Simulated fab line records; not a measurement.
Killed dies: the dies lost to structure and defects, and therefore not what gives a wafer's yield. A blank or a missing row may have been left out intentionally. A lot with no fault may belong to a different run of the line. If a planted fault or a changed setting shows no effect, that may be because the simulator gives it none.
fab line records | flow nand_harc
record lots=6 | wafers=18 | last_day=25
route steps=1159 shown A_BONDPAD@1074 HYBRID_BOND@1094 THIN_TSV@1101 END@1159
lots that met no fault: taken from a fault-free run of the same line
start_h: hours from the record's first day to the start of the lot's first wafer shown | wait_h: hours since the lot's step before | " the same as in the row above | L1.1+2: a single row standing in for several wafers | - no value present, or no start provided | * or withheld: withheld | < > ~ a bound
route shown NAME@n: NAME is a module with steps in the file, n the number in the route of the first one | usual: average and standard deviation across the fault-free wafers | same: alike in all rows | chamber/n: place in a boat | sites: readings site by site | _std_site: standard deviation across them | _edge_site: mean of outer sites minus mean of inner sites | radius_mm: for every site, how far away it sits from the centre of the wafer | mask NAME#n: copy n | behind: the most recent tool/chamber to have shaped the wafer | hold: cause of the lot's hold/its duration in hours/its outcome | device: names the non-switching transistor (n, p or np) | end of line: at the end of the route, the tests of the same wafers | a step without rows: its recipe alone | killed: at the first sort, the dies lost to defects and structure; wafer yield is something else | map: the dies of a wafer, with x for killed, . for not killed, _ for no die there
set.NAME: the run value of the setting; set.NAME@STEP: its run value at that earlier step | model.NAME: the simulator's own value behind a step, which no gauge read
a table for each step, a row for each wafer; lots at some steps of the route
services: a tool's chamber out of use, with start hour (start_h, from the record's first day; less than 0 if before it), hours out, and reason
## steps
# step NHARC_A_BONDPAD_HARDBAKE_10
# recipe temp_c=118 | time_s=65
# step NHARC_A_BONDPAD_DESCUM_11
# recipe time_s=3 | o2_flow_sccm=200 | ar_flow_sccm=0 | bias_power_w=0 | chemistry=O2
# usual drypump_motor_current_A=5.7/0.46 | oes_product_au=0.999/0.016 | rf_vpp_V=57.9/0.87 | showerhead_plenum_p_Torr=1.95/0.081 | throttle_valve_pct=11.311/0.0091
lot.wafer | tool        | chamber | start_h | wait_h | drypump_motor_current_A | oes_product_au | rf_hours_counter_h | rf_vpp_V | showerhead_plenum_p_Torr | throttle_valve_pct
L852.1    | rie_diel-03 | 0       | 410.86  | -      | 5.9                     | 0.994          | 0                  | 57.2     | 1.82                     | 11.326
L852.6    | "           | 0       | "       | "      | 5.8                     | 0.998          | -                  | 57.9     | 1.82                     | 11.314
L852.5    | "           | 1       | "       | "      | 5.1                     | 1.010          | -                  | 58.1     | 2.01                     | 11.306
L853.4    | rie_diel-03 | 3       | 414.02  | -      | 5.8                     | 1.000          | 1                  | 57.1     | 2.03                     | 11.311
L853.2    | "           | 1       | "       | "      | 5.1                     | 1.007          | 1                  | 57.6     | 2.01                     | 11.311
L853.5    | "           | 3       | "       | "      | 5.8                     | 0.992          | -                  | 59.5     | 2.04                     | 11.312
L860.4    | rie_diel-03 | 3       | 462.06  | -      | 5.8                     | 0.999          | 2                  | 58.7     | 2.04                     | 11.304
L860.3    | "           | 1       | "       | "      | 5.1                     | 1.005          | 2                  | 58.7     | 2.01                     | 11.320
L860.5    | "           | 2       | "       | "      | 5.6                     | 0.979          | -                  | 57.2     | 1.96                     | 11.320
L865.3    | rie_diel-03 | 2       | 483.75  | -      | 5.7                     | 0.983          | 3                  | 58.7     | 1.96                     | 11.322
L865.1    | "           | 3       | "       | "      | 5.8                     | 0.994          | 3                  | 59.0     | 2.04                     | 11.327
L865.6    | "           | 2       | "       | "      | 5.7                     | 0.992          | -                  | 57.2     | 1.96                     | 11.325
L867.1    | rie_diel-11 | 2       | 508.84  | -      | 4.8                     | 0.964          | 26                 | 57.4     | 1.84                     | 11.305
L867.4    | "           | 0       | "       | "      | 5.9                     | 0.987          | 27                 | 59.0     | 2.02                     | 11.325
L867.2    | "           | 1       | "       | "      | 6.6                     | 1.003          | 27                 | 57.4     | 1.92                     | 11.296
L873.3    | rie_diel-03 | 2       | 553.21  | -      | 5.7                     | 0.988          | 5                  | 57.4     | 1.96                     | 11.297
L873.6    | "           | 1       | "       | "      | 5.1                     | 1.018          | -                  | 58.1     | 2.01                     | 11.312
L873.5    | "           | 2       | "       | "      | 5.7                     | 0.980          | -                  | 57.3     | 1.96                     | 11.307
# step NHARC_A_BONDPAD_ETCH_34
# recipe target_depth_a=600 | overetch_a=180 | time_s=65.91 | ion_energy_ev=200 | n2_flow_sccm=150 | h2_flow_sccm=150 | ar_flow_sccm=0 | rf_w=400 | bias_w=150 | chemistry=N2/H2
# step NHARC_A_BONDPAD_ETCH_12
# recipe target_depth_a=2200 | time_s=110 | chf3_flow_sccm=50 | o2_flow_sccm=10 | ar_flow_sccm=200 | rf_w=500 | bias_w=200 | chemistry=CHF3/O2
# usual chf3_flow_sccm=50.00/0.16 | drypump_motor_current_A=5.7/0.48 | oes_product_au=0.949/0.026 | rf_vpp_V=371.4/2.3 | showerhead_plenum_p_Torr=2.44/0.1 | throttle_valve_pct=20.572/0.0093
lot.wafer | tool        | chamber | start_h | wait_h | chf3_flow_sccm | drypump_motor_current_A | oes_product_au | rf_hours_counter_h | rf_vpp_V | showerhead_plenum_p_Torr | throttle_valve_pct
L852.1    | rie_diel-03 | 2       | -       | -      | 49.72          | 5.6                     | 0.949          | 1                  | 372.2    | 2.46                     | 20.556
L852.6    | "           | 2       | "       | "      | 49.88          | 5.6                     | 0.958          | -                  | 372.0    | 2.46                     | 20.588
L852.5    | "           | 3       | "       | "      | 50.08          | 5.8                     | 0.966          | -                  | 373.2    | 2.55                     | 20.575
L853.4    | rie_diel-03 | 0       | -       | -      | 50.00          | 5.8                     | 0.986          | 1                  | 367.3    | 2.29                     | 20.571
L853.2    | "           | 2       | "       | "      | 49.73          | 5.7                     | 0.953          | 1                  | 371.4    | 2.46                     | 20.558
L853.5    | "           | 0       | "       | "      | 49.90          | 5.9                     | 0.984          | -                  | 369.4    | 2.29                     | 20.572
L860.4    | rie_diel-03 | 0       | -       | -      | 49.98          | 5.8                     | 0.967          | 2                  | 368.4    | 2.29                     | 20.581
L860.3    | "           | 3       | "       | "      | 50.25          | 5.8                     | 0.951          | 2                  | 373.5    | 2.55                     | 20.597
L860.5    | "           | 0       | "       | "      | 49.85          | 5.8                     | 0.980          | -                  | 368.1    | 2.29                     | 20.577
L865.1    | rie_diel-03 | 1       | -       | -      | 49.83          | 5.1                     | 0.944          | 3                  | 372.0    | 2.51                     | 20.569
L865.3    | "           | 2       | "       | "      | 50.03          | 5.6                     | 0.914          | 3                  | 370.7    | 2.46                     | 20.585
L865.6    | "           | 1       | "       | "      | 50.13          | 5.1                     | 0.944          | -                  | 372.7    | 2.51                     | 20.586
L867.4    | rie_diel-11 | 3       | -       | -      | 50.00          | 6.3                     | 0.939          | 26                 | 369.2    | 2.34                     | 20.553
L867.2    | "           | 0       | "       | "      | 49.97          | 6.0                     | 0.919          | 27                 | 372.7    | 2.53                     | 20.586
L867.1    | "           | 1       | "       | "      | 50.05          | 6.6                     | 0.924          | 27                 | 371.6    | 2.41                     | 20.583
L873.3    | rie_diel-03 | 2       | -       | -      | 50.29          | 5.7                     | 0.957          | 5                  | 370.4    | 2.46                     | 20.582
L873.6    | "           | 3       | "       | "      | 49.93          | 5.9                     | 0.966          | -                  | 374.0    | 2.55                     | 20.594
L873.5    | "           | 0       | "       | "      | 49.74          | 5.9                     | 0.992          | -                  | 368.4    | 2.29                     | 20.577
# step NHARC_A_BONDPAD_CD_MEAS_13
# usual cd_nm=501.0/2.8
lot.wafer | tool      | chamber | start_h | wait_h | cd_nm
L852.1    | cd_sem-03 | -       | 411.17  | -      | 504.9
L852.5    | "         | -       | "       | "      | 504.3
L852.6    | "         | -       | "       | "      | 503.9
L853.2    | cd_sem-01 | -       | 414.33  | -      | 501.9
L853.4    | "         | -       | "       | "      | 496.5
L853.5    | "         | -       | "       | "      | 504.5
L860.3    | cd_sem-03 | -       | 462.37  | -      | 503.2
L860.4    | "         | -       | "       | "      | 500.3
L860.5    | "         | -       | "       | "      | 500.6
L865.1    | cd_sem-01 | -       | 484.06  | -      | 502.7
L865.3    | "         | -       | "       | "      | 500.8
L865.6    | "         | -       | "       | "      | 501.4
L867.1    | cd_sem-01 | -       | 509.15  | -      | 502.2
L867.2    | "         | -       | "       | "      | 503.1
L867.4    | "         | -       | "       | "      | 502.4
L873.3    | cd_sem-02 | -       | 553.53  | -      | 494.7
L873.5    | "         | -       | "       | "      | 500.3
L873.6    | "         | -       | "       | "      | 499.1
# step NHARC_A_BONDPAD_STRIP_15
# recipe o2_flow_sccm=500 | ar_flow_sccm=0 | bias_w=0 | chemistry=O2
# step NHARC_A_BONDPAD_ETCH_24
# recipe target_depth_a=300 | over_etch_frac=0.3 | time_s=72.99 | ion_energy_ev=150 | cf4_flow_sccm=50 | n2_flow_sccm=100 | ar_flow_sccm=150 | rf_w=300 | bias_w=100 | chemistry=CF4/N2
# usual drypump_motor_current_A=5.7/0.44 | n2_flow_sccm=99.97/0.3 | oes_product_au=1.000/0.014 | rf_vpp_V=315.0/2 | showerhead_plenum_p_Torr=2.68/0.11 | throttle_valve_pct=19.794/0.0094
lot.wafer | tool        | chamber | start_h | wait_h | drypump_motor_current_A | n2_flow_sccm | oes_product_au | rf_hours_counter_h | rf_vpp_V | showerhead_plenum_p_Torr | throttle_valve_pct
L852.1    | rie_diel-03 | 0       | -       | -      | 5.8                     | 99.42        | 1.007          | 1                  | 312.1    | 2.51                     | 19.790
L852.5    | "           | 3       | "       | "      | 5.8                     | 99.84        | 0.988          | -                  | 315.9    | 2.78                     | 19.793
L852.6    | "           | 0       | "       | "      | 5.9                     | 100.13       | 1.007          | -                  | 309.3    | 2.51                     | 19.799
L853.4    | rie_diel-03 | 1       | -       | -      | 5.1                     | 99.90        | 0.999          | 1                  | 317.1    | 2.75                     | 19.785
L853.2    | "           | 3       | "       | "      | 5.8                     | 99.83        | 0.995          | 1                  | 315.8    | 2.78                     | 19.793
L853.5    | "           | 0       | "       | "      | 5.9                     | 99.73        | 1.005          | -                  | 311.6    | 2.51                     | 19.784
L860.3    | rie_diel-03 | 2       | -       | -      | 5.7                     | 99.88        | 0.980          | 2                  | 314.0    | 2.69                     | 19.806
L860.4    | "           | 3       | "       | "      | 5.8                     | 99.86        | 0.990          | 2                  | 316.5    | 2.78                     | 19.798
L860.5    | "           | 2       | "       | "      | 5.7                     | 100.03       | 0.977          | -                  | 314.5    | 2.69                     | 19.791
L865.3    | rie_diel-11 | 1       | -       | -      | 6.6                     | 99.46        | 1.001          | 23                 | 312.8    | 2.63                     | 19.784
L865.1    | "           | 2       | "       | "      | 4.8                     | 100.14       | 0.972          | 22                 | 312.2    | 2.54                     | 19.802
L865.6    | "           | 1       | "       | "      | 6.6                     | 99.76        | 0.995          | -                  | 313.9    | 2.63                     | 19.792
L867.1    | rie_diel-03 | 3       | -       | -      | 5.8                     | 100.26       | 0.995          | 3                  | 315.2    | 2.78                     | 19.790
L867.4    | "           | 1       | "       | "      | 5.1                     | 99.73        | 1.013          | 4                  | 317.2    | 2.75                     | 19.774
L867.2    | "           | 2       | "       | "      | 5.7                     | 99.77        | 0.999          | 4                  | 316.2    | 2.69                     | 19.790
L873.3    | rie_diel-03 | 1       | -       | -      | 5.1                     | 100.14       | 1.010          | 6                  | 314.3    | 2.75                     | 19.798
L873.5    | "           | 3       | "       | "      | 5.8                     | 100.05       | 0.985          | -                  | 315.8    | 2.78                     | 19.801
L873.6    | "           | 0       | "       | "      | 5.9                     | 99.97        | 1.004          | -                  | 313.1    | 2.51                     | 19.780
# step NHARC_A_BONDPAD_STRIP_16
# recipe time_s=600 | temp_c=30 | chemistry=post_etch_residue_remover
# step NHARC_A_BONDPAD_DEGAS_25
# recipe temp_c=300 | time_s=60
# usual heater_power_w=483/58 | susceptor_temp_C=300.03/0.18
lot.wafer | tool           | chamber | start_h | wait_h | heater_power_w | susceptor_temp_C
L852.1    | pvd_sputter-01 | -       | 411.81  | -      | 494            | 300.00
L852.6    | "              | -       | "       | "      | 457            | 299.83
L852.5    | "              | -       | "       | "      | 489            | 299.83
L853.4    | pvd_sputter-02 | -       | 414.96  | -      | 455            | 300.13
L853.2    | "              | -       | "       | "      | 430            | 299.98
L853.5    | "              | -       | "       | "      | 609            | 300.19
L860.3    | pvd_sputter-01 | -       | 462.99  | -      | 464            | 299.99
L860.4    | "              | -       | "       | "      | 445            | 299.71
L860.5    | "              | -       | "       | "      | 471            | 299.80
L865.1    | pvd_sputter-03 | -       | 484.76  | -      | 508            | 299.86
L865.3    | "              | -       | "       | "      | 379            | 300.20
L865.6    | "              | -       | "       | "      | 471            | 299.61
L867.2    | pvd_sputter-01 | -       | 509.78  | -      | 456            | -
L867.4    | "              | -       | "       | "      | 488            | -
L867.1    | "              | -       | "       | "      | 456            | -
L873.3    | pvd_sputter-01 | -       | 554.15  | -      | 479            | 299.99
L873.6    | "              | -       | "       | "      | 430            | 299.91
L873.5    | "              | -       | "       | "      | 478            | 300.25
# step NHARC_A_BONDPAD_PRE_CLEAN_26
# recipe time_s=30 | temp_c=280 | gas=H2/He
# step NHARC_A_BONDPAD_PVD_17
# recipe target_thk_a=50 | bias_v=168.6 | power_w=15000 | chamber_pressure_pa=0.12 | time_s=8.06 | substrate_temp_c=50 | material=TaN
# step NHARC_A_BONDPAD_PVD_27
# recipe target_thk_a=300 | chamber_pressure_pa=5 | power_w=5000 | substrate_temp_c=30 | time_s=20.49 | material=Cu
# step NHARC_A_BONDPAD_ECD_18
# recipe target_thk_a=4000 | bath_temp_c=25 | material=Cu
lot.wafer  | tool      | chamber | start_h | wait_h
L852.1+5+6 | ecd_cu-02 | 1,1,0   | 412.19  | -
L853.2+4+5 | ecd_cu-02 | 1,0,1   | 415.31  | -
L860.3+4+5 | ecd_cu-01 | 1,0,1   | 463.45  | -
L865.1+3+6 | ecd_cu-02 | 0,0,1   | 485.11  | -
L867.2+1+4 | ecd_cu-02 | 1,0,1   | 510.13  | -
L873.3+5+6 | ecd_cu-01 | 0,1,0   | 554.83  | 0.3
# step NHARC_A_BONDPAD_ANNEAL_28
# recipe temp_c=225 | time_s=90
# usual anneal_temp_c_max=225.90/0.22 | wafer_temp_C_max=226.1/0.4
lot.wafer | tool          | chamber | start_h | wait_h | anneal_temp_c_max | wafer_temp_C_max
L852.1    | rtp_anneal-02 | 0       | 412.58  | 0.3    | 225.76            | 225.9
L852.5    | "             | 0       | "       | "      | 225.94            | 225.8
L852.6    | "             | 0       | "       | "      | 225.63            | 226.0
L853.2    | rtp_anneal-01 | 0       | 415.77  | 0.4    | 225.56            | 226.4
L853.4    | "             | 0       | "       | "      | 226.19            | 226.2
L853.5    | "             | 0       | "       | "      | 225.54            | 226.8
L860.3    | rtp_anneal-01 | 0       | 463.83  | -      | 225.85            | 226.0
L860.4    | "             | 0       | "       | "      | 225.82            | 226.3
L860.5    | "             | 0       | "       | "      | 226.15            | 226.3
L865.1    | rtp_anneal-02 | 0       | 485.48  | -      | 225.84            | 225.7
L865.3    | "             | 0       | "       | "      | 225.99            | 225.8
L865.6    | "             | 0       | "       | "      | 226.30            | 225.3
L867.1    | rtp_anneal-02 | 0       | 510.51  | 0.3    | 226.33            | 225.8
L867.2    | "             | 0       | "       | "      | 225.85            | 225.7
L867.4    | "             | 0       | "       | "      | 225.86            | 225.6
L873.3    | rtp_anneal-01 | 0       | 555.16  | -      | 225.84            | 227.0
L873.5    | "             | 0       | "       | "      | 225.86            | 226.3
L873.6    | "             | 0       | "       | "      | 225.76            | 226.1
# step NHARC_A_BONDPAD_CMP_19
# recipe t_overpolish_s=30 | cu_recess_touch_s=16 | target_thk_nm=169.8
# step NHARC_A_BONDPAD_SRD_21
# recipe time_s=30 | temp_c=23 | dry_time_s=20 | spin_rpm=1500
# step NHARC_A_BONDPAD_INSPECT_23
# usual raw_defect_count=498/150
lot.wafer | tool              | chamber | start_h | wait_h | raw_defect_count
L852.1    | defect_inspect-01 | -       | 413.46  | 0.0    | 579
L852.5    | "                 | -       | "       | "      | 583
L852.6    | "                 | -       | "       | "      | 608
L853.2    | defect_inspect-02 | -       | 416.61  | 0.0    | 489
L853.4    | "                 | -       | "       | "      | 319
L853.5    | "                 | -       | "       | "      | 470
L860.3    | defect_inspect-01 | -       | 464.59  | 0.0    | 396
L860.4    | "                 | -       | "       | "      | 388
L860.5    | "                 | -       | "       | "      | 560
L865.1    | defect_inspect-02 | -       | 486.37  | 0.0    | 425
L865.3    | "                 | -       | "       | "      | 511
L865.6    | "                 | -       | "       | "      | 482
L867.1    | defect_inspect-01 | -       | 511.39  | 0.0    | 763
L867.2    | "                 | -       | "       | "      | 602
L867.4    | "                 | -       | "       | "      | 681
L873.3    | defect_inspect-02 | -       | 555.96  | 0.0    | 568
L873.5    | "                 | -       | "       | "      | 471
L873.6    | "                 | -       | "       | "      | 532
# step NHARC_HYBRID_BOND_ACTIVATE_00
# recipe time_s=60 | n2_flow_sccm=200 | ar_flow_sccm=0 | bias_power_w=0 | chemistry=N2
# step NHARC_HYBRID_BOND_PRECLEAN_01
# recipe time_s=300 | temp_c=23 | chemistry=DIW
# step NHARC_HYBRID_BOND_SRD_02
# recipe time_s=30 | temp_c=23 | dry_time_s=20 | spin_rpm=1500
# step NHARC_HYBRID_BOND_BOND_03
# recipe temp_c=25
# step NHARC_HYBRID_BOND_ANNEAL_04
# recipe temp_c=300 | time_s=7200 | ramp_up_c_per_min=5 | ramp_down_c_per_min=3 | idle_temp_c=100 | pressure_atm=1
# step NHARC_HYBRID_BOND_OVL_MEAS_05
# usual overlay_x_nm=-2/33 | overlay_y_nm=1/34
lot.wafer | tool       | chamber | start_h | wait_h | overlay_x_nm | overlay_y_nm
L852.1    | overlay-02 | -       | 425.32  | 0.4    | 7            | -18
L852.5    | "          | -       | "       | "      | 12           | -31
L852.6    | "          | -       | "       | "      | -13          | -18
L853.2    | overlay-02 | -       | 425.34  | 0.4    | 20           | -3
L853.4    | "          | -       | "       | "      | 1            | -1
L853.5    | "          | -       | "       | "      | -4           | -5
L860.3    | overlay-02 | -       | 470.70  | 0.4    | -34          | -32
L860.4    | "          | -       | "       | "      | 10           | -26
L860.5    | "          | -       | "       | "      | 46           | -47
L865.6    | overlay-01 | -       | 496.18  | 0.4    | -43          | 76
L867.2    | overlay-01 | -       | 522.48  | 0.4    | -11          | -23
L867.4    | "          | -       | "       | "      | 12           | -13
L873.3    | overlay-02 | -       | 565.65  | 0.4    | 25           | 11
L873.5    | "          | -       | "       | "      | 13           | 8
L873.6    | "          | -       | "       | "      | -44          | -8
# step NHARC_HYBRID_BOND_INSPECT_06
# recipe inspect_instrument=ir_void
# usual raw_defect_count=33/13
lot.wafer | tool              | chamber | start_h | wait_h | raw_defect_count
L852.1    | defect_inspect-02 | -       | 425.39  | 0.1    | 25
L852.5    | "                 | -       | "       | "      | 23
L852.6    | "                 | -       | "       | "      | 22
L853.2    | defect_inspect-01 | -       | 425.39  | 0.1    | 30
L853.4    | "                 | -       | "       | "      | 29
L853.5    | "                 | -       | "       | "      | 35
L860.3    | defect_inspect-02 | -       | 470.77  | 0.1    | 33
L860.4    | "                 | -       | "       | "      | 34
L860.5    | "                 | -       | "       | "      | 20
L865.6    | defect_inspect-02 | -       | 496.24  | 0.1    | 25
L867.2    | defect_inspect-01 | -       | 522.54  | 0.1    | 57
L867.4    | "                 | -       | "       | "      | 62
L873.3    | defect_inspect-01 | -       | 565.70  | 0.1    | 49
L873.5    | "                 | -       | "       | "      | 44
L873.6    | "                 | -       | "       | "      | 50
# step NHARC_THIN_TSV_GRIND_00
# recipe target_thk_um=6
# step NHARC_THIN_TSV_CMP_01
# recipe target_thk_um=3
# step NHARC_THIN_TSV_THK_MEAS_02
# recipe thk_meas_gauge=ir
# usual thk_nm=2944/250
lot.wafer | tool          | chamber | start_h | wait_h | thk_nm
L852.1    | film_metro-02 | -       | 429.44  | 0.2    | 3185
L852.5    | "             | -       | "       | "      | 3380
L852.6    | "             | -       | "       | "      | 3391
L853.2    | film_metro-02 | -       | 430.62  | -      | 2472
L853.4    | "             | -       | "       | "      | 2789
L853.5    | "             | -       | "       | "      | 2816
L860.3    | film_metro-02 | -       | 474.77  | 0.2    | 2910
L860.4    | "             | -       | "       | "      | 2682
L860.5    | "             | -       | "       | "      | 2605
L865.6    | film_metro-01 | -       | 497.88  | 0.1    | 2475
L867.2    | film_metro-02 | -       | 525.36  | -      | 2815
L867.4    | "             | -       | "       | "      | 3041
L873.3    | film_metro-01 | -       | 567.35  | -      | 2618
L873.5    | "             | -       | "       | "      | 3181
L873.6    | "             | -       | "       | "      | 2850
# step NHARC_THIN_TSV_SRD_03
# step NHARC_THIN_TSV_PRECLEAN_41
# recipe time_s=* | temp_c=50 | bath_age_min=0 | chemistry=SC1
# step NHARC_THIN_TSV_SRD_42
# step NHARC_THIN_TSV_DEP_43
# recipe target_thk_a=13285 | temp_c=withheld | pressure_torr=6.5 | rf_w=900 | teos_flow_sccm=161.4 | flow_sccm=2650 | target_thk_nm=1328.5 | gas=O2 | material=SiO2
# step NHARC_THIN_TSV_DEHYDRATE_04
# recipe temp_c=150 | time_s=120
# step NHARC_THIN_TSV_HMDS_05
# recipe time_s=30
# step NHARC_THIN_TSV_COAT_06
# recipe spin_rpm=*
# step NHARC_THIN_TSV_SOFTBAKE_07
# recipe temp_c=122 | time_s=95
# step NHARC_THIN_TSV_EBR_08
# step NHARC_THIN_TSV_EXPOSE_09
# recipe na=0.55 | dose_mj=30.7 | mask_id=TSV
# step NHARC_THIN_TSV_PEB_10
# recipe peb_temp_c=118 | peb_time_s=85
# step NHARC_THIN_TSV_DEVELOP_11
# recipe time_s=70
# step NHARC_END_SORT_01
# recipe temp_c=25
# usual defect_limited_yield=95.5/1.4 | killed_at_array=26/9.7 | killed_at_other=1.0/1.2 | killed_at_periphery=3.9/2.6 | killed_dies=31/9.7 | killed_open=3.2/1.8 | killed_short=2.0/1.3 | sort_bin_2_pct=1.4/0.6 | sort_bin_3_pct=0.23/0.2 | sort_bin_4_pct=2.9/0.97 | sort_n_pass=646/9.7 | sort_rim_yield_pct=95.7/2.6 | sort_yield_pct=95.5/1.4
# same gross_dies=677 | sort_bin_5_pct[%]=0 | sort_bin_6_pct[%]=0 | sort_bin_7_pct[%]=0 | sort_bin_8_pct[%]=0 | sort_rim_n_gross=106.00
lot.wafer | tool      | chamber | start_h | wait_h | defect_limited_yield[%] | killed_at_array | killed_at_other | killed_at_periphery | killed_dies | killed_open | killed_short | sort_bin_2_pct[%] | sort_bin_3_pct[%] | sort_bin_4_pct[%] | sort_n_pass | sort_rim_yield_pct[%] | sort_yield_pct[%]
L865.1    | prober-02 | 0       | 515.36  | 2.5    | 0                       | 676             | 0               | 1                   | 677         | 3           | 1            | 97.6              | 0.15              | 2.2               | 0           | 0                     | 0
L865.3    | prober-02 | 0       | 516.93  | 3.1    | 0                       | 674             | 0               | 3                   | 677         | 4           | 1            | 96.5              | 0.30              | 3.2               | 0           | 0                     | 0
L865.6    | prober-02 | 0       | 519.30  | 3.9    | 95.3                    | 31              | 0               | 1                   | 32          | 6           | 3            | 1.5               | 0.30              | 3.0               | 645         | 96.2                  | 95.3
L867.1    | prober-01 | 0       | 542.17  | 2.5    | 0                       | 674             | 0               | 3                   | 677         | 3           | 0            | 96.3              | 0.44              | 3.2               | 0           | 0                     | 0
# killed by level:class
L865.1 A_BONDPAD:area_ecd=649 A_CHANNEL_HOLE_D1:chamber_film_flake=15 A_CONTACT:chamber_film_flake=5 A_STAIRCASE:chamber_film_flake=2 A_ONON_D1:geometric_particle:short=1 A_ONON_D1:geometric_particle:open=1 A_CHANNEL_FILL_D1:geometric_particle:open=1 A_CONTACT:geometric_particle:open=1
L865.3 A_BONDPAD:area_ecd=644 A_CHANNEL_HOLE_D1:chamber_film_flake=19 A_CONTACT:chamber_film_flake=3 P_ZERO_WELL:chamber_film_flake=2 A_STAIRCASE:chamber_film_flake=2 P_GATE:geometric_particle:open=1 A_CHANNEL_HOLE_D1:geometric_particle:open=1 A_SGD_CUT:geometric_particle:short=1
L865.6 A_CHANNEL_HOLE_D1:chamber_film_flake=18 A_CONTACT:chamber_film_flake=3 A_CHANNEL_FILL_D1:geometric_particle:open=2 A_WL_FILL:geometric_particle:open=2 A_SOURCE_PLATE:geometric_particle:short=1 A_ONON_D1:geometric_particle:open=1 A_CHANNEL_HOLE_D1:geometric_particle:short=1 A_SLIT:geometric_particle:short=1
L867.1 A_BONDPAD:area_ecd=637 A_CHANNEL_HOLE_D1:chamber_film_flake=18 A_SLIT:chamber_film_flake=15 P_M2:chamber_film_flake=2 P_STI:geometric_particle:open=1 A_CHANNEL_FILL_D1:geometric_particle:open=1 A_BLC:geometric_particle:open=1 A_WL_FILL:chamber_film_flake=1
# map L865.1 (x killed, . not)
____________x____________
_________xxxxxxx_________
_______xxxxxxxxxxx_______
______xxxxxxxxxxxxx______
_____xxxxxxxxxxxxxxx_____
____xxxxxxxxxxxxxxxxx____
____xxxxxxxxxxxxxxxxx____
___xxxxxxxxxxxxxxxxxxx___
___xxxxxxxxxxxxxxxxxxx___
__xxxxxxxxxxxxxxxxxxxxx__
__xxxxxxxxxxxxxxxxxxxxx__
_xxxxxxxxxxxxxxxxxxxxxxx_
_xxxxxxxxxxxxxxxxxxxxxxx_
_xxxxxxxxxxxxxxxxxxxxxxx_
_xxxxxxxxxxxxxxxxxxxxxxx_
_xxxxxxxxxxxxxxxxxxxxxxx_
xxxxxxxxxxxxxxxxxxxxxxxxx
xxxxxxxxxxxxxxxxxxxxxxxxx
xxxxxxxxxxxxxxxxxxxxxxxxx
xxxxxxxxxxxxxxxxxxxxxxxxx
xxxxxxxxxxxxxxxxxxxxxxxxx
_xxxxxxxxxxxxxxxxxxxxxxx_
_xxxxxxxxxxxxxxxxxxxxxxx_
_xxxxxxxxxxxxxxxxxxxxxxx_
_xxxxxxxxxxxxxxxxxxxxxxx_
_xxxxxxxxxxxxxxxxxxxxxxx_
__xxxxxxxxxxxxxxxxxxxxx__
__xxxxxxxxxxxxxxxxxxxxx__
___xxxxxxxxxxxxxxxxxxx___
___xxxxxxxxxxxxxxxxxxx___
____xxxxxxxxxxxxxxxxx____
____xxxxxxxxxxxxxxxxx____
_____xxxxxxxxxxxxxxx_____
______xxxxxxxxxxxxx______
_______xxxxxxxxxxx_______
_________xxxxxxx_________
____________x____________
# map L867.1 (x killed, . not)
____________x____________
_________xxxxxxx_________
_______xxxxxxxxxxx_______
______xxxxxxxxxxxxx______
_____xxxxxxxxxxxxxxx_____
____xxxxxxxxxxxxxxxxx____
____xxxxxxxxxxxxxxxxx____
___xxxxxxxxxxxxxxxxxxx___
___xxxxxxxxxxxxxxxxxxx___
__xxxxxxxxxxxxxxxxxxxxx__
__xxxxxxxxxxxxxxxxxxxxx__
_xxxxxxxxxxxxxxxxxxxxxxx_
_xxxxxxxxxxxxxxxxxxxxxxx_
_xxxxxxxxxxxxxxxxxxxxxxx_
_xxxxxxxxxxxxxxxxxxxxxxx_
_xxxxxxxxxxxxxxxxxxxxxxx_
xxxxxxxxxxxxxxxxxxxxxxxxx
xxxxxxxxxxxxxxxxxxxxxxxxx
xxxxxxxxxxxxxxxxxxxxxxxxx
xxxxxxxxxxxxxxxxxxxxxxxxx
xxxxxxxxxxxxxxxxxxxxxxxxx
_xxxxxxxxxxxxxxxxxxxxxxx_
_xxxxxxxxxxxxxxxxxxxxxxx_
_xxxxxxxxxxxxxxxxxxxxxxx_
_xxxxxxxxxxxxxxxxxxxxxxx_
_xxxxxxxxxxxxxxxxxxxxxxx_
__xxxxxxxxxxxxxxxxxxxxx__
__xxxxxxxxxxxxxxxxxxxxx__
___xxxxxxxxxxxxxxxxxxx___
___xxxxxxxxxxxxxxxxxxx___
____xxxxxxxxxxxxxxxxx____
____xxxxxxxxxxxxxxxxx____
_____xxxxxxxxxxxxxxx_____
______xxxxxxxxxxxxx______
_______xxxxxxxxxxx_______
_________xxxxxxx_________
____________x____________
## services
tool           | chamber | start_h | hours | kind
pvd_sputter-02 | -       | 392.04  | 10.0  | pm
rie_diel-03    | -       | 392.33  | 9.0   | pm
rie_diel-03    | 0       | 392.33  | 9.0   | vent_cycle
rie_diel-03    | 1       | 392.33  | 9.0   | vent_cycle
rie_diel-03    | 2       | 392.33  | 9.0   | vent_cycle
rie_diel-03    | 3       | 392.33  | 9.0   | vent_cycle
rie_diel-03    | 0       | 401.33  | -     | clean
rie_diel-03    | 1       | 401.33  | -     | clean
rie_diel-03    | 2       | 401.33  | -     | clean
rie_diel-03    | 3       | 401.33  | -     | clean
rie_diel-11    | -       | 432.78  | 0.4   | repair
ecd_cu-01      | -       | 448.58  | 8.0   | pm
ecd_cu-02      | -       | 456.90  | 4.8   | repair
pvd_sputter-03 | -       | 458.00  | 10.0  | pm
rie_diel-03    | 1       | 470.57  | 3.0   | repair
pvd_sputter-01 | -       | 514.03  | 10.0  | pm
ecd_cu-01      | -       | 526.35  | 2.7   | repair
ecd_cu-02      | -       | 532.50  | 8.0   | pm
rie_diel-03    | 0       | 540.85  | 6.3   | repair
rie_diel-11    | -       | 543.64  | 9.0   | pm
ecd_cu-01      | -       | 544.03  | 3.3   | repair
pvd_sputter-03 | -       | 544.72  | 2.2   | repair
ecd_cu-02      | -       | 554.07  | 0.9   | repair
rie_diel-03    | 2       | 555.07  | 15.2  | repair
## key
first_sign step=NHARC_END_SORT_01 | reading=sort_bin_2_pct | direction=up | sigmas=99+ | usual=1.4 | struck=96.8
effect step=NHARC_END_SORT_01 | reading=killed_at_array | direction=up | sigmas=67 | usual=26 | struck=675
more_kills_born_at NHARC_A_BONDPAD_ECD_18@ecd_cu-02=1930
met_at NHARC_A_BONDPAD_ECD_18
struck_wafers L865.1,L865.3,L867.1
later_rows_left_out L865.1,L865.3,L867.1
onset_between 415.31 485.11
fault kind=process_parameter_drift | tool=ecd_cu-02 | chamber=0 | onset_h=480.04 | steps=NHARC_A_BONDPAD_ECD_18 | channel=target_thk_a | offset=* | shape=step | end_h=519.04 | acts_in=* | stated=*
# later_rows_left_out: the simulator's readings of these wafers behind a module that went badly wrong aren't trusted and aren't shown, but for the sort
